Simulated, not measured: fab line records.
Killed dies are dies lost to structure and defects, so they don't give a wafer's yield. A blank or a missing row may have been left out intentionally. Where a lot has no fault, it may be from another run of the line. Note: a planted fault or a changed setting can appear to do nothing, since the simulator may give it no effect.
Which of the tools did it? | flow n5_finfet | 34 wafers from 12 lots sampled at 4 of the route's 1938 steps

== WHAT THE GAUGES READ, wafer by wafer ==
Not one reading of a measure or inspect step in the record can be checked against a usual standard deviation.

== EACH LOT AND THE TOOL THAT RAN IT (in order: tool; ch and the chambers of the sampled wafers; start) ==
lot  | N5_BEOL_M8_CURE_75            | N5_BEOL_M8_ALD_77                   | N5_BEOL_M8_ANNEAL_51             | N5_BEOL_M8_DEP_56
L663 | uv_cure-01 ch 1, day 9 18:31  | ald_metal-02 ch 1,2,3, day 9 19:00  | rtp_anneal-02 ch 0, day 9 21:37  | pecvd-01 ch 0,1, day 9 22:18
L662 | uv_cure-03 ch 0, day 9 18:56  | ald_metal-02 ch 0,1,2, day 9 20:49  | rtp_anneal-02 ch 0, day 9 22:07  | pecvd-01 ch 0,1,2, day 9 22:44
L665 | uv_cure-02 ch 1, day 10 15:48 | ald_metal-03 ch 1,2,3, day 10 16:28 | rtp_anneal-02 ch 0, day 10 17:40 | pecvd-04 ch 0,1, day 10 18:16
L669 | uv_cure-03 ch 1, day 11 12:02 | ald_metal-02 ch 0,1,2, day 11 12:39 | rtp_anneal-01 ch 0, day 11 14:40 | pecvd-01 ch 1,2, day 11 15:25
L671 | uv_cure-01 ch 2, day 11 14:55 | ald_metal-02 ch 0,1,3, day 11 15:35 | rtp_anneal-01 ch 0, day 11 16:31 | pecvd-01 ch 1,2, day 11 17:08
L674 | uv_cure-01 ch 1, day 12 18:17 | ald_metal-03 ch 0,3, day 12 19:04   | rtp_anneal-01 ch 0, day 12 20:08 | pecvd-04 ch 0,2, day 12 20:49
L677 | uv_cure-03 ch 1, day 13 12:17 | ald_metal-01 ch 1,2,3, day 13 12:53 | rtp_anneal-02 ch 0, day 13 14:26 | pecvd-04 ch 1,2, day 13 15:06
L679 | uv_cure-02 ch 1, day 14 01:02 | ald_metal-01 ch 0,1,2, day 14 01:26 | rtp_anneal-01 ch 0, day 14 02:59 | pecvd-02 ch 0,2, day 14 03:35
L680 | uv_cure-03 ch 2, day 14 10:03 | ald_metal-03 ch 1,3, day 14 10:43   | rtp_anneal-02 ch 0, day 14 11:46 | pecvd-02 ch 1,2, day 14 12:23
L681 | uv_cure-03 ch 0, day 14 19:26 | ald_metal-01 ch 1,3, day 14 19:58   | rtp_anneal-01 ch 0, day 14 20:54 | pecvd-01 ch 1,2, day 14 21:31
L682 | uv_cure-01 ch 0, day 14 19:40 | ald_metal-03 ch 0,1, day 14 20:07   | rtp_anneal-02 ch 0, day 14 21:52 | pecvd-02 ch 0,1, day 14 22:31
L685 | uv_cure-01 ch 2, day 15 10:19 | ald_metal-02 ch 0,2,3, day 15 10:42 | rtp_anneal-01 ch 0, day 15 12:30 | pecvd-04 ch 1,2, day 15 13:05
- N5_BEOL_M8_CURE_75: cures SiCOH lowk, time 120 s.
- N5_BEOL_M8_ALD_77: deposits TaN, target thk 2 nm, pulse time 2 s, purge time 3 s.
- N5_BEOL_M8_ANNEAL_51: time 90 s.
- N5_BEOL_M8_DEP_56: deposits SiCN from 3MS/NH3, target thk 10 nm, time 17.5 s.

== AS READ BY THE TOOLS THEMSELVES (means over the sampled wafers that have a number; for cases with no such wafer, the mark the record gives instead) ==
N5_BEOL_M8_CURE_75. Usual: lamp_power_pct 52.31 %, standard deviation 0.052; wafer_temp_C_max 371.6, standard deviation 0.49.
lot  | tool       | lamp_power_pct (%) | wafer_temp_C_max | flag
L663 | uv_cure-01 | 52.31              | 371.5            |
L662 | uv_cure-03 | 52.33              | 371.8            |
L665 | uv_cure-02 | 52.25              | 371.6            |
L669 | uv_cure-03 | 52.33              | 371.9            |
L671 | uv_cure-01 | 52.30              | 371.7            |
L674 | uv_cure-01 | 52.33              | 371.2            |
L677 | uv_cure-03 | 52.29              | 371.8            |
L679 | uv_cure-02 | 52.32              | 371.9            |
L680 | uv_cure-03 | 52.30              | 371.6            |
L681 | uv_cure-03 | 52.28              | 372.1            |
L682 | uv_cure-01 | 52.34              | 372.0            |
L685 | uv_cure-01 | 52.29              | 371.3            |

N5_BEOL_M8_ALD_77. Usual: heater_power_w 429 W, standard deviation 64; susceptor_temp_C 274.99 C, standard deviation 0.18.
lot  | tool         | heater_power_w (W) | susceptor_temp_C (C) | flag
L663 | ald_metal-02 | 437                | 275.00               |
L662 | ald_metal-02 | 430                | 275.07               |
L665 | ald_metal-03 | 391                | 275.01               |
L669 | ald_metal-02 | 376                | 258.57               | OFF
L671 | ald_metal-02 | 417                | 258.60               | OFF
L674 | ald_metal-03 | 439                | 274.99               |
L677 | ald_metal-01 | 420                | 274.87               |
L679 | ald_metal-01 | 431                | 274.89               |
L680 | ald_metal-03 | 398                | 275.00               |
L681 | ald_metal-01 | 440                | 274.95               |
L682 | ald_metal-03 | 468                | 275.04               |
L685 | ald_metal-02 | 454                | 274.89               |

N5_BEOL_M8_ANNEAL_51. Usual: wafer_temp_C_max 226.3, standard deviation 0.33.
lot  | tool          | wafer_temp_C_max | flag
L663 | rtp_anneal-02 | 226.1            |
L662 | rtp_anneal-02 | 226.4            |
L665 | rtp_anneal-02 | 226.2            |
L669 | rtp_anneal-01 | 226.1            |
L671 | rtp_anneal-01 | 225.8            |
L674 | rtp_anneal-01 | 226.1            |
L677 | rtp_anneal-02 | 226.5            |
L679 | rtp_anneal-01 | 226.2            |
L680 | rtp_anneal-02 | 226.1            |
L681 | rtp_anneal-01 | 225.8            |
L682 | rtp_anneal-02 | 226.2            |
L685 | rtp_anneal-01 | 226.3            |

N5_BEOL_M8_DEP_56. Usual: showerhead_plenum_p_Torr 3.664 Torr, standard deviation 0.011; throttle_valve_pct 9.0 %, standard deviation 0.43.
lot  | tool     | showerhead_plenum_p_Torr (Torr) | throttle_valve_pct (%) | flag
L663 | pecvd-01 | 3.675                           | 9.0                    |
L662 | pecvd-01 | 3.669                           | 8.8                    |
L665 | pecvd-04 | 3.663                           | 9.5                    |
L669 | pecvd-01 | 3.660                           | 8.8                    |
L671 | pecvd-01 | 3.664                           | 8.9                    |
L674 | pecvd-04 | 3.654                           | 9.4                    |
L677 | pecvd-04 | 3.671                           | 9.2                    |
L679 | pecvd-02 | 3.656                           | 8.7                    |
L680 | pecvd-02 | 3.663                           | 9.1                    |
L681 | pecvd-01 | 3.670                           | 8.9                    |
L682 | pecvd-02 | 3.669                           | 9.2                    |
L685 | pecvd-04 | 3.663                           | 8.9                    |

== THE ANSWER, worked out from the rows above alone ==
Rule: lot off if the mean of its wafers having a number is beyond 3 standard deviations from the usual mean. Also off: a lot with no number at a reading for which 4 or more lots have one. Any other lot the step has rows for is counted as sound. The gauges are gone through in route order, then the tools' own readings, and for those a lot's mean is taken as printed above. At the first step where some lot is off, the reading lying furthest off is the one used; lots without a number count as furthest.
Off, at N5_BEOL_M8_ALD_77 on susceptor_temp_C: L669, L671.
A tool fits if, at that step or a process step before it, it ran every lot that is off, and no sound lot after the first of them. No candidate that was tried fits.

== WHAT WAS PUT IN BY THE SIMULATOR ==
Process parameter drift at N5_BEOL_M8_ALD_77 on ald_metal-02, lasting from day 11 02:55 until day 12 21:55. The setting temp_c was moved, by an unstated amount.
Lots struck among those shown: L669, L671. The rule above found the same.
